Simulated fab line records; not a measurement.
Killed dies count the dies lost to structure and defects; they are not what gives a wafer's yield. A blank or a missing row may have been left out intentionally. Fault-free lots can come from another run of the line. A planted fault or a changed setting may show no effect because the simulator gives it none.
Which tool did it? | flow nandHarc | 17 wafers from 6 lots sampled at 3 of the route's 1159 steps

== WHAT THE GAUGES SHOWED, per wafer ==
NHARC_A_M0_CD_MEAS_09 targets a cd of 80 nm.
lot  | measured     | on       | cdNm (nm)
L452 | day 17 23:38 | cdSem-03 | 80.6 79.3 80.5
L453 | day 18 09:07 | cdSem-02 | 80.4 80.2 80.2
L461 | day 20 01:31 | cdSem-03 | 81.7 82.4
L466 | day 21 00:56 | cdSem-03 | 79.2 80.1 79.4
L470 | day 21 21:16 | cdSem-03 | 79.4 79.5 79.6
L473 | day 22 18:10 | cdSem-02 | 79.7 80.5 79.9

== EACH LOT AND THE TOOL THAT RAN IT (in order: tool; ch and the chambers of the sampled wafers; start) ==
lot  | NHARC_A_BLC_DEGAS_30        | NHARC_A_M0_PEB_07
L452 | pvdSputter-01, day 17 15:59 | lithoTrack-04 ch 0, day 17 23:34
L453 | pvdSputter-03, day 18 01:10 | lithoTrack-06 ch 0, day 18 09:02
L461 | pvdSputter-01, day 19 19:54 | lithoTrack-04 ch 0, day 20 01:26
L466 | pvdSputter-02, day 20 22:49 | lithoTrack-01 ch 0, day 21 00:52
L470 | pvdSputter-01, day 21 19:00 | lithoTrack-01 ch 0, day 21 21:11
L473 | pvdSputter-03, day 22 14:44 | lithoTrack-06 ch 0, day 22 18:05
- NHARC_A_BLC_DEGAS_30: time 60 s.
- NHARC_A_M0_PEB_07: peb time 65 s.

== THE ANSWER, worked out from the rows above alone ==
Rule: the lots themselves supply what counts as usual. The widest of any qualifying gaps counts: lots, ordered by their means at a reading, are off when they make up no more than a third of the lots, leave a main group of 4 or more, and stand apart from it by 3 or more times the standard deviation of that group's means. The tables above print the reading to a certain number of digits; a main group whose means all agree to those digits is not used. A lot without any number at a reading at which 4 lots or more have one is off too. All remaining lots with rows at the step are treated as sound.
Off: L461 (NHARC_A_M0_CD_MEAS_09, cdNm). Main group: mean 79.9 nm, sd 0.31.
A tool fits if, at a process step before that reading, it ran every lot that is off, and no sound lot after the first of them. Those tools and the gauges at NHARC_A_M0_CD_MEAS_09 are tried in the same way. One fits: NHARC_A_M0_PEB_07 on lithoTrack-04. A fault onset in the window from L452 (day 17 23:34, its last sound lot) to L461 (day 20 01:26, its first lot off) fits.

== WHAT THE SIMULATOR HAD INSERTED ==
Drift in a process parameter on lithoTrack-04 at NHARC_A_M0_PEB_07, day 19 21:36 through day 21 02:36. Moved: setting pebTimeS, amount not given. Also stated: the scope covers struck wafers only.
Shown lots that were struck: L461. The same result came from the rule above.
